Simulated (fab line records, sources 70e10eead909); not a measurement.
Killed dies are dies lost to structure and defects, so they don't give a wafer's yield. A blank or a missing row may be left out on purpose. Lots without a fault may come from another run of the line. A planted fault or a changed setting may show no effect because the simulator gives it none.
Chamber matching | flow nand_harc | NHARC_A_BONDPAD_CMP_29 on cmp-04: 4 sister chambers
The step polishes SiCN, target thk 200 nm. 20 wafers are shown with their chamber, then 10 later ones without.

WAFERS WITH THEIR CHAMBER
wafer  | chamber | motor_current_A (A)
L766.1 | 3       | 9.5
L766.4 | 2       | 13.3
L766.6 | 0       | 11.0
L772.1 | 0       | 10.7
L772.2 | 2       | 13.0
L772.6 | 3       | 9.5
L774.1 | 2       | 13.5
L774.3 | 0       | 11.0
L774.6 | 1       | 12.7
L775.1 | 3       | 9.3
L775.2 | 1       | 12.9
L775.5 | 2       | 14.2
L782.1 | 1       | 13.4
L782.3 | 0       | 10.5
L782.6 | 3       | 9.7
L783.1 | 2       | 13.5
L783.4 | 3       | 9.5
L783.6 | 0       | 10.8
L784.1 | 2       | 13.6
L784.2 | 1       | 12.7

SIGNATURES (means of the wafers above)
reading         | chamber 0 | chamber 1 | chamber 2 | chamber 3 | scatter within a chamber
motor_current_A | 10.800    | 12.925    | 13.517    | 9.500     | 0.293
Rule: a wafer's distance from a chamber is the root of the sum, over the readings, of the square of ((its reading less the chamber's mean) divided by the reading's scatter). The wafer belongs to the nearest chamber; if the next one is less than 2 further off, it can't be placed. The scatter: the root of (the sum of the squares of (reading less its chamber's mean) over the shown wafers, divided by (wafers less chambers)).

WAFERS WITHOUT THEIR CHAMBER
wafer  | motor_current_A (A)
L784.4 | 9.0
L785.1 | 9.8
L785.3 | 13.1
L785.5 | 10.4
L786.2 | 13.1
L786.5 | 14.4
L786.6 | 12.3
L787.1 | 10.6
L787.4 | 13.6
L787.5 | 11.3

WHICH CHAMBER EACH WENT THROUGH
wafer  | from the rows above     | in truth
L784.4 | 3                       | 3
L785.1 | 3                       | 3
L785.3 | can't be placed: 1 or 2 | 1
L785.5 | can't be placed: 0 or 3 | 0
L786.2 | can't be placed: 1 or 2 | 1
L786.5 | 2                       | 2
L786.6 | 1                       | 1
L787.1 | 0                       | 0
L787.4 | 2                       | 2
L787.5 | 0                       | 0
Placed correctly: 7 of 10. Can't be placed from these rows: 3 (the true chamber is among the candidates in 3). Placed wrongly: 0.
